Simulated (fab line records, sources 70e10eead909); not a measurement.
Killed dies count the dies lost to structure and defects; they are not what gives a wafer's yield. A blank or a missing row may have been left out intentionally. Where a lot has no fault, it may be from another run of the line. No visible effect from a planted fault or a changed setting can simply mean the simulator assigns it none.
fab line records	flow nandHarc
record: lots: 13	wafers: 39	lastDay: 33
route steps=1302 shown A_DECK1_JOINT@528 A_ONON_D2@566 END@1302
lots with no fault: from the same line, run without faults
startH: hours from the record's first day to the start of the lot's first wafer shown	waitH: how many hours have passed since the lot's step before this one	" same as the row above	L1.1+2: a single row standing in for several wafers	- value missing, or start not given	* or withheld: withheld	< > ~ a bound
route shown NAME@n: names a module that has steps shown in the file, with the first one's number in the route	usual: average and standard deviation across the fault-free wafers	same: alike in all rows	chamber/n: place in a boat	sites: each site's reading	_std_site: the values' standard deviation	_edge_site: outer sites' mean less inner sites'	radiusMm: for every site, how far away it sits from the centre of the wafer	mask NAME#n: copy n	behind: the most recent tool/chamber to have shaped the wafer	hold: the reason the lot was held/the length of the hold in hours/how it ended	device: the transistor (n, p or np) that didn't switch	end of line: the route-end tests of the same wafers	where a step has no rows: the recipe by itself	killed: count of dies lost to structure and defects at first sort (not the wafer's yield)	map: shows each die of a wafer: x if killed, . if not, _ if none is there
set.NAME: the setting that was run; set.NAME@STEP: the one run at that earlier step	model.NAME: the simulator's own value behind a step, which no gauge read
steps of the route over a sample of lots; a table a step, a row a wafer
services: the hour from which a tool's chamber was out of use, counted from the record's first day as startH (under 0 if before that day), plus the number of hours and why
== steps ==
step: NHARC_A_DECK1_JOINT_THK_MEAS_14
recipe: thkMeasGauge: ellipsometry
usual: thkNm: 50.9/1.2
lot.wafer	tool	chamber	startH	waitH	thkNm
L446.1	filmMetro-02	-	241.84	0.2	50.7
L446.3	"	-	"	"	50.3
L446.4	"	-	"	"	50.2
L447.1	filmMetro-02	-	264.39	0.2	49.7
L447.3	"	-	"	"	51.1
L447.5	"	-	"	"	50.3
L449.1	filmMetro-01	-	281.58	0.2	52.5
L449.2	"	-	"	"	51.9
L449.3	"	-	"	"	51.7
L450.4	filmMetro-02	-	291.15	0.2	51.1
L450.5	"	-	"	"	50.8
L450.6	"	-	"	"	52.0
L452.1	filmMetro-01	-	309.42	0.2	50.8
L452.4	"	-	"	"	49.4
L452.5	"	-	"	"	50.0
L454.4	filmMetro-01	-	333.69	0.2	49.3
L454.5	"	-	"	"	48.9
L454.6	"	-	"	"	51.4
L455.3	filmMetro-01	-	339.45	0.2	50.9
L455.5	"	-	"	"	51.2
L455.6	"	-	"	"	51.7
L456.3	filmMetro-02	-	343.45	0.2	49.1
L456.4	"	-	"	"	50.0
L456.6	"	-	"	"	51.0
L462.2	filmMetro-02	-	416.50	0.2	49.6
L462.4	"	-	"	"	51.0
L462.5	"	-	"	"	51.6
L464.1	filmMetro-02	-	432.91	0.2	51.3
L464.4	"	-	"	"	51.3
L464.6	"	-	"	"	51.8
L466.3	filmMetro-02	-	450.73	0.2	50.4
L466.4	"	-	"	"	52.7
L466.5	"	-	"	"	49.6
L467.2	filmMetro-02	-	464.28	0.2	52.9
L467.4	"	-	"	"	52.8
L467.6	"	-	"	"	52.8
L469.1	filmMetro-02	-	487.24	0.2	49.0
L469.4	"	-	"	"	51.3
L469.5	"	-	"	"	50.1
step: NHARC_A_DECK1_JOINT_CMP_02
recipe: material: SiOx
usual: motorCurrentA: 11.6/1.4	retainingRingPressureFrac: 1.000/0.0052
lot.wafer	tool	chamber	startH	waitH	motorCurrentA	retainingRingPressureFrac
L446.3	cmp-02	0	265.56	0.4	10.3	0.992
L446.1	"	1	"	"	10.2	1.006
L446.4	"	2	"	"	13.2	1.005
L447.1	cmp-02	0	286.89	0.4	11.0	1.008
L447.3	"	3	"	"	13.2	1.009
L447.5	"	0	"	"	10.8	1.006
L449.1	cmp-02	1	302.77	0.4	10.3	0.999
L449.2	"	2	"	"	13.4	0.995
L449.3	"	3	"	"	13.3	1.005
L450.4	cmp-02	2	313.58	0.4	13.6	1.008
L450.6	"	2	"	"	13.1	1.006
L450.5	"	3	"	"	13.4	1.000
L452.4	cmp-01	1	334.68	0.4	10.6	1.007
L452.1	"	0	"	"	11.5	0.996
L452.5	"	1	"	"	10.5	1.000
L454.4	cmp-02	3	359.20	0.4	14.1	1.005
L454.5	"	2	"	"	13.4	0.998
L454.6	"	3	"	"	13.6	1.005
L455.3	cmp-04	0	362.36	0.4	12.9	1.000
L455.5	"	2	"	"	11.5	1.008
L455.6	"	3	"	"	10.1	1.001
L456.4	cmp-01	1	369.90	0.4	10.9	1.001
L456.3	"	3	"	"	10.1	1.003
L456.6	"	1	"	"	10.5	1.003
L462.4	cmp-02	3	440.02	0.4	12.9	1.007
L462.2	"	1	"	"	10.8	1.001
L462.5	"	3	"	"	13.5	1.006
L464.4	cmp-04	2	461.59	0.4	11.4	0.991
L464.1	"	3	"	"	10.3	1.003
L464.6	"	2	"	"	11.8	0.992
L466.3	cmp-01	2	474.65	0.4	11.4	1.003
L466.4	"	0	"	"	12.1	0.999
L466.5	"	2	"	"	11.3	1.007
L467.4	cmp-01	1	489.02	0.4	10.2	0.997
L467.2	"	2	"	"	11.3	0.989
L467.6	"	0	"	"	11.0	1.003
L469.4	cmp-02	0	508.49	0.4	10.2	1.000
L469.1	"	3	"	"	14.0	1.001
L469.5	"	0	"	"	10.5	0.997
step: NHARC_A_ONON_D2_DEP_33
recipe: targetThkA: 2000	tempC: 400	pressureTorr: 6.5	rfW: 900	teosFlowSccm: 161.4	flowSccm: 2650	targetThkNm: 200	gas: O2	material: SiO2
usual: heaterPowerW: 563/88	mfcPrecursorSccm: 161.5/0.46	rfFwdPowerW: 898.0/2.9	throttleValvePct: 16.5/0.52
lot.wafer	tool	chamber	startH	waitH	heaterPowerW	mfcPrecursorSccm	rfFwdPowerW	throttleValvePct
L446.3	pecvd-03	2	280.52	0.1	653	161.8	899.1	16.9
L446.1	"	0	"	"	720	161.8	898.8	16.6
L446.4	"	0	"	"	742	161.3	897.0	16.6
L447.1	pecvd-02	0	300.48	0.1	675	162.0	892.2	16.5
L447.3	"	2	"	"	527	160.9	898.2	17.3
L447.5	"	0	"	"	696	161.7	900.4	17.0
L449.3	pecvd-02	0	315.98	0.1	686	161.9	898.9	16.5
L449.2	"	1	"	"	473	161.8	899.5	16.2
L449.1	"	2	"	"	446	161.4	894.7	17.1
L450.4	pecvd-03	0	329.37	0.2	694	161.6	896.7	16.6
L450.5	"	0	"	"	701	161.2	898.0	16.7
L450.6	"	1	"	"	382	162.1	900.9	17.4
L452.1	pecvd-02	1	348.13	0.1	481	161.7	896.9	16.1
L452.5	"	0	"	"	606	160.8	894.4	16.9
L452.4	"	2	"	"	526	161.2	896.5	17.3
L455.3	pecvd-01	0	373.08	0.1	621	161.9	893.6	16.8
L455.6	"	0	"	"	628	162.2	898.7	16.9
L455.5	"	1	"	"	524	161.0	899.2	16.4
L454.4	pecvd-02	0	373.24	0.3	645	160.4	895.3	16.7
L454.6	"	1	"	"	594	161.5	899.8	16.1
L454.5	"	2	"	"	434	161.5	894.8	17.3
L456.3	pecvd-02	0	383.22	0.1	682	161.3	898.2	16.7
L456.4	"	0	"	"	688	160.8	892.7	16.8
L456.6	"	2	"	"	428	161.8	899.3	17.2
L462.2	pecvd-02	0	453.54	0.3	654	160.5	896.8	15.9
L462.5	"	1	"	"	575	161.5	901.0	16.3
L462.4	"	2	"	"	586	135.2	895.9	16.4
L464.1	pecvd-02	2	477.98	0.1	568	135.7	896.5	16.5
L464.6	"	0	"	"	599	160.6	897.0	16.1
L464.4	"	1	"	"	614	161.2	900.3	16.1
L466.3	pecvd-01	0	490.68	0.2	532	161.7	897.6	16.8
L466.5	"	0	"	"	562	160.7	893.3	16.8
L466.4	"	1	"	"	457	161.3	896.3	16.8
L467.2	pecvd-03	2	502.95	0.1	694	162.2	898.6	17.0
L467.4	"	2	"	"	695	161.2	897.9	16.8
L467.6	"	0	"	"	689	160.8	903.0	16.4
L469.1	pecvd-01	2	522.43	0.1	479	161.3	898.4	15.4
L469.4	"	1	"	"	459	161.3	897.7	16.3
L469.5	"	2	"	"	501	161.7	897.4	15.4
step: NHARC_A_ONON_D2_THK_MEAS_34
recipe: thkMeasGauge: ellipsometry
usual: thkNm: 200/3
lot.wafer	tool	chamber	startH	waitH	thkNm
L446.1	filmMetro-02	-	280.88	-	200
L446.3	"	-	"	"	195
L446.4	"	-	"	"	201
L447.1	filmMetro-01	-	300.89	-	194
L447.3	"	-	"	"	196
L447.5	"	-	"	"	197
L449.1	filmMetro-02	-	316.40	-	199
L449.2	"	-	"	"	198
L449.3	"	-	"	"	198
L450.4	filmMetro-02	-	329.78	0.3	198
L450.5	"	-	"	"	201
L450.6	"	-	"	"	200
L452.1	filmMetro-02	-	348.50	-	200
L452.4	"	-	"	"	200
L452.5	"	-	"	"	194
L455.3	filmMetro-02	-	373.45	-	202
L455.5	"	-	"	"	203
L455.6	"	-	"	"	208
L454.4	filmMetro-01	-	373.52	-	195
L454.5	"	-	"	"	198
L454.6	"	-	"	"	198
L456.3	filmMetro-01	-	383.64	-	198
L456.4	"	-	"	"	195
L456.6	"	-	"	"	202
L462.2	filmMetro-02	-	453.96	-	198
L462.4	"	-	"	"	170
L462.5	"	-	"	"	204
L464.1	filmMetro-01	-	478.39	-	165
L464.4	"	-	"	"	201
L464.6	"	-	"	"	201
L466.3	filmMetro-01	-	491.10	-	199
L466.4	"	-	"	"	199
L466.5	"	-	"	"	203
L467.2	filmMetro-02	-	503.32	-	199
L467.4	"	-	"	"	201
L467.6	"	-	"	"	195
L469.1	filmMetro-01	-	522.75	-	203
L469.4	"	-	"	"	203
L469.5	"	-	"	"	204
step: NHARC_A_ONON_D2_INSPECT_32
usual: rawDefectCount: 380/120
lot.wafer	tool	chamber	startH	waitH	rawDefectCount
L446.1	defectInspect-02	-	280.94	0.0	368
L446.3	"	-	"	"	499
L446.4	"	-	"	"	496
L447.1	defectInspect-02	-	300.95	0.0	192
L447.3	"	-	"	"	257
L447.5	"	-	"	"	282
L449.1	defectInspect-02	-	316.46	0.0	474
L449.2	"	-	"	"	301
L449.3	"	-	"	"	348
L450.4	defectInspect-02	-	329.86	0.0	386
L450.5	"	-	"	"	452
L450.6	"	-	"	"	226
L452.1	defectInspect-01	-	348.58	0.0	392
L452.4	"	-	"	"	249
L452.5	"	-	"	"	385
L455.3	defectInspect-01	-	373.52	0.0	439
L455.5	"	-	"	"	484
L455.6	"	-	"	"	402
L454.4	defectInspect-02	-	373.61	0.0	408
L454.5	"	-	"	"	596
L454.6	"	-	"	"	401
L456.3	defectInspect-02	-	383.70	0.0	499
L456.4	"	-	"	"	422
L456.6	"	-	"	"	357
L462.2	defectInspect-01	-	454.04	0.0	292
L462.4	"	-	"	"	309
L462.5	"	-	"	"	253
L464.1	defectInspect-02	-	478.48	0.0	546
L464.4	"	-	"	"	424
L464.6	"	-	"	"	600
L466.3	defectInspect-01	-	491.18	0.0	402
L466.4	"	-	"	"	331
L466.5	"	-	"	"	339
L467.2	defectInspect-01	-	503.41	0.0	280
L467.4	"	-	"	"	431
L467.6	"	-	"	"	587
L469.1	defectInspect-02	-	522.83	0.0	272
L469.4	"	-	"	"	593
L469.5	"	-	"	"	406
step: NHARC_END_SORT_01
recipe: tempC: 25
usual: killedAtArray: 54/17	killedAtOther: 1.0/1.4	killedAtPeriphery: 3.6/2.1	killedDies: 58/17	killedOpen: 3.2/2	killedShort: 2.5/1.5
same: grossDies: 677
lot.wafer	tool	chamber	startH	waitH	killedAtArray	killedAtOther	killedAtPeriphery	killedDies	killedOpen	killedShort
L449.1	prober-01	0	578.88	2.5	47	0	3	50	5	2
L449.2	prober-01	0	579.69	2.8	29	0	3	32	1	4
L449.3	prober-01	0	580.50	3.1	45	0	7	52	2	2
L450.4	prober-02	0	603.12	3.4	31	5	4	40	2	1
L450.5	prober-02	0	603.92	3.7	51	4	5	60	5	2
L450.6	prober-02	0	604.72	4.0	31	3	5	39	2	2
L455.3	prober-02	0	639.89	3.1	61	2	6	69	4	3
L455.5	prober-02	0	641.52	3.8	55	1	5	61	0	0
L455.6	prober-02	0	642.33	4.1	26	2	3	31	2	2
L462.2	prober-01	0	723.03	2.8	32	0	10	42	3	2
L462.4	prober-01	0	724.65	3.5	48	1	6	55	2	6
L462.5	prober-01	0	725.47	3.8	33	1	5	39	2	6
L464.1	prober-01	0	764.88	2.5	34	2	3	39	6	5
L464.4	prober-01	0	767.30	3.4	25	1	3	29	3	2
L464.6	prober-01	0	768.92	4.0	32	1	3	36	4	6
L466.3	prober-02	0	773.29	3.1	85	0	5	90	4	1
L466.4	prober-02	0	774.08	3.4	61	0	4	65	6	0
L466.5	prober-02	0	774.87	3.7	88	0	4	92	4	3
killed by level:class
L449.1 A_CHANNEL_HOLE_D2:chamberFilmFlake=31 A_CHANNEL_HOLE_D1:chamberFilmFlake=3 A_ONON_D1:geometricParticle:open=2 P_M0:chamberFilmFlake=2 A_CONTACT:chamberFilmFlake=2 A_CHANNEL_FILL_D2:chamberFilmFlake=2 P_CONTACT:geometricParticle:open=1 A_DECK1_JOINT:geometricParticle:open=1
L449.2 A_CHANNEL_HOLE_D2:chamberFilmFlake=10 A_CONTACT:chamberFilmFlake=6 A_CHANNEL_HOLE_D1:chamberFilmFlake=5 P_M0:chamberFilmFlake=2 A_CHANNEL_HOLE_D1:geometricParticle:short=1 A_CHANNEL_FILL_D2:geometricParticle:short=1 A_WL_FILL:geometricParticle:short=1 A_WL_FILL:geometricParticle:open=1
L449.3 A_CHANNEL_HOLE_D2:chamberFilmFlake=30 A_CONTACT:chamberFilmFlake=6 P_M0:chamberFilmFlake=5 A_CHANNEL_HOLE_D1:chamberFilmFlake=2 A_CHANNEL_FILL_D1:chamberFilmFlake=2 P_CONTACT:geometricParticle:open=1 A_ONON_D1:geometricParticle:open=1 A_CHANNEL_FILL_D2:geometricParticle:short=1
L450.4 A_CHANNEL_HOLE_D2:chamberFilmFlake=11 A_STAIRCASE:chamberFilmFlake=8 THIN_TSV:chamberFilmFlake=5 A_CHANNEL_HOLE_D1:chamberFilmFlake=3 P_ZERO_WELL:chamberFilmFlake=2 A_CHANNEL_FILL_D1:chamberFilmFlake=2 A_DECK1_JOINT:chamberFilmFlake=2 A_CONTACT:chamberFilmFlake=2
L450.5 A_CHANNEL_HOLE_D2:chamberFilmFlake=34 A_STAIRCASE:chamberFilmFlake=5 THIN_TSV:chamberFilmFlake=4 A_CONTACT:chamberFilmFlake=3 P_CONTACT:geometricParticle:open=2 A_DECK1_JOINT:chamberFilmFlake=2 A_CHANNEL_FILL_D2:chamberFilmFlake=2 P_CONTACT:geometricParticle:short=1
L450.6 A_CHANNEL_HOLE_D2:chamberFilmFlake=9 A_CHANNEL_FILL_D2:chamberFilmFlake=5 A_STAIRCASE:chamberFilmFlake=3 THIN_TSV:chamberFilmFlake=3 P_ZERO_WELL:chamberFilmFlake=2 P_GATE:chamberFilmFlake=2 A_CHANNEL_HOLE_D1:chamberFilmFlake=2 A_M0:chamberFilmFlake=2
L455.3 A_CHANNEL_HOLE_D2:chamberFilmFlake=31 A_CHANNEL_HOLE_D1:chamberFilmFlake=13 A_STAIRCASE:chamberFilmFlake=6 A_ONON_D1:geometricParticle:open=3 P_STI:chamberFilmFlake=2 P_GATE:chamberFilmFlake=2 P_M2:chamberFilmFlake=2 A_DECK1_JOINT:chamberFilmFlake=2
L455.5 A_CHANNEL_HOLE_D1:chamberFilmFlake=29 A_CHANNEL_HOLE_D2:chamberFilmFlake=20 A_STAIRCASE:chamberFilmFlake=3 P_STI:chamberFilmFlake=2 P_M2:chamberFilmFlake=2 A_WL_FILL:chamberFilmFlake=2 P_ZERO_WELL:chamberFilmFlake=1 A_CONTACT:chamberFilmFlake=1
L455.6 A_CHANNEL_HOLE_D1:chamberFilmFlake=13 A_CHANNEL_HOLE_D2:chamberFilmFlake=4 P_M2:chamberFilmFlake=2 A_WL_FILL:chamberFilmFlake=2 A_CONTACT:chamberFilmFlake=2 THIN_TSV:chamberFilmFlake=2 P_M0:geometricParticle:open=1 A_SOURCE_PLATE:geometricParticle:open=1
L462.2 A_CHANNEL_HOLE_D1:chamberFilmFlake=13 A_SLIT:chamberFilmFlake=7 P_M1:chamberFilmFlake=5 A_CONTACT:chamberFilmFlake=4 P_GATE:chamberFilmFlake=2 A_STAIRCASE:chamberFilmFlake=2 P_M0:geometricParticle:short=1 P_M1:geometricParticle:open=1
L462.4 A_CHANNEL_HOLE_D1:chamberFilmFlake=32 P_M1:chamberFilmFlake=4 A_WL_FILL:geometricParticle:short=3 A_BLC:chamberFilmFlake=3 P_GATE:chamberFilmFlake=2 A_CONTACT:chamberFilmFlake=2 A_ONON_D1:geometricParticle:short=1 A_CHANNEL_HOLE_D1:geometricParticle:short=1
L462.5 A_CHANNEL_HOLE_D1:chamberFilmFlake=14 A_CONTACT:chamberFilmFlake=6 A_SLIT:chamberFilmFlake=4 P_M1:chamberFilmFlake=3 A_WL_FILL:geometricParticle:short=2 P_M0:geometricParticle:open=1 A_SOURCE_PLATE:geometricParticle:short=1 A_CHANNEL_HOLE_D1:geometricParticle:open=1
L464.1 A_CHANNEL_HOLE_D1:chamberFilmFlake=12 A_SLIT:chamberFilmFlake=6 A_WL_FILL:chamberFilmFlake=3 A_CONTACT:chamberFilmFlake=3 A_CHANNEL_FILL_D2:geometricParticle:open=2 P_M2:chamberFilmFlake=2 A_ONON_D1:geometricParticle:short=1 A_CHANNEL_HOLE_D1:geometricParticle:open=1
L464.4 A_CHANNEL_HOLE_D1:chamberFilmFlake=9 A_CONTACT:chamberFilmFlake=5 A_SLIT:chamberFilmFlake=4 P_M2:chamberFilmFlake=2 P_M1:geometricParticle:open=1 A_ONON_D1:geometricParticle:open=1 A_DECK1_JOINT:geometricParticle:short=1 A_M1:geometricParticle:open=1
L464.6 A_CHANNEL_HOLE_D1:chamberFilmFlake=11 A_CONTACT:chamberFilmFlake=4 A_SLIT:chamberFilmFlake=3 A_CHANNEL_FILL_D1:geometricParticle:short=2 A_WL_FILL:geometricParticle:short=2 A_ZERO_WELL:chamberFilmFlake=2 P_M2:geometricParticle:open=1 A_SOURCE_PLATE:geometricParticle:open=1
L466.3 A_SLIT:chamberFilmFlake=32 A_CHANNEL_HOLE_D2:chamberFilmFlake=31 A_CHANNEL_HOLE_D1:chamberFilmFlake=10 A_STAIRCASE:chamberFilmFlake=4 P_CONTACT:geometricParticle:open=2 A_SGD_CUT:chamberFilmFlake=2 A_WL_FILL:chamberFilmFlake=2 P_M0:geometricParticle:open=1
L466.4 A_SLIT:chamberFilmFlake=23 A_CHANNEL_HOLE_D2:chamberFilmFlake=20 A_CHANNEL_HOLE_D1:chamberFilmFlake=9 P_GATE:chamberFilmFlake=2 A_CHANNEL_FILL_D1:chamberFilmFlake=2 A_STAIRCASE:chamberFilmFlake=2 P_GATE:geometricParticle:open=1 P_CONTACT:geometricParticle:open=1
L466.5 A_CHANNEL_HOLE_D2:chamberFilmFlake=34 A_SLIT:chamberFilmFlake=30 A_CHANNEL_HOLE_D1:chamberFilmFlake=9 A_CONTACT:chamberFilmFlake=4 A_STAIRCASE:chamberFilmFlake=3 P_ZERO_WELL:chamberFilmFlake=2 P_GATE:geometricParticle:short=1 A_SOURCE_PLATE:geometricParticle:open=1
== services ==
tool	chamber	startH	hours	kind
cmp-01	-	254.32	4.8	repair
pecvd-03	1	254.41	4.9	repair
cmp-02	-	257.02	1.5	repair
cmp-01	-	264.11	0.5	repair
pecvd-01	2	285.34	10.2	repair
pecvd-03	1	285.71	4.9	repair
cmp-01	-	287.77	4.0	pm
pecvd-01	-	308.20	0.3	repair
pecvd-01	-	311.03	13.0	pm
pecvd-03	2	326.94	4.7	repair
cmp-02	-	330.50	4.0	pm
pecvd-01	-	362.70	0.5	repair
pecvd-03	-	366.25	13.0	pm
cmp-01	-	385.77	4.0	pm
pecvd-03	1	402.40	3.5	repair
pecvd-02	-	408.41	13.0	pm
cmp-01	-	413.61	3.9	repair
cmp-02	-	428.50	4.0	pm
pecvd-03	1	435.61	3.3	repair
cmp-01	-	449.08	0.7	repair
cmp-02	-	465.94	0.4	repair
cmp-01	-	483.77	4.0	pm
pecvd-01	-	492.21	13.0	pm
cmp-02	-	508.85	0.4	repair
== key ==
firstSign: step: NHARC_A_ONON_D2_DEP_33	reading: mfcPrecursorSccm	direction: down	sigmas: 57	usual: 161.5	struck: 135.4
effect: step: NHARC_A_ONON_D2_THK_MEAS_34	reading: thkNm	direction: down	sigmas: 11	usual: 200	struck: 168
metAt NHARC_A_ONON_D2_DEP_33
struckLots L462,L464
struckWafers L462.4,L464.1
testerLeftOut L462,L464
notActingAt NHARC_A_DECK1_JOINT_THK_MEAS_14,NHARC_A_DECK1_JOINT_CMP_02,NHARC_A_ONON_D2_INSPECT_32
onsetBetween 383.22 453.54
fault: kind: processParameterDrift	tool: pecvd-02	chamber: 2	onsetH: 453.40	steps: NHARC_A_ONON_D2_DEP_33	channel: teosFlowSccm	offset: *	shape: step	endH: 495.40	actsIn: *	stated: *
testerLeftOut: of these lots the tester's yield and bins aren't shown, on N5 and GAA mostly nor the transistor test; their killed dies are dies lost to structure and defects alone, not to doping, threshold or leakage, so they don't give the yield
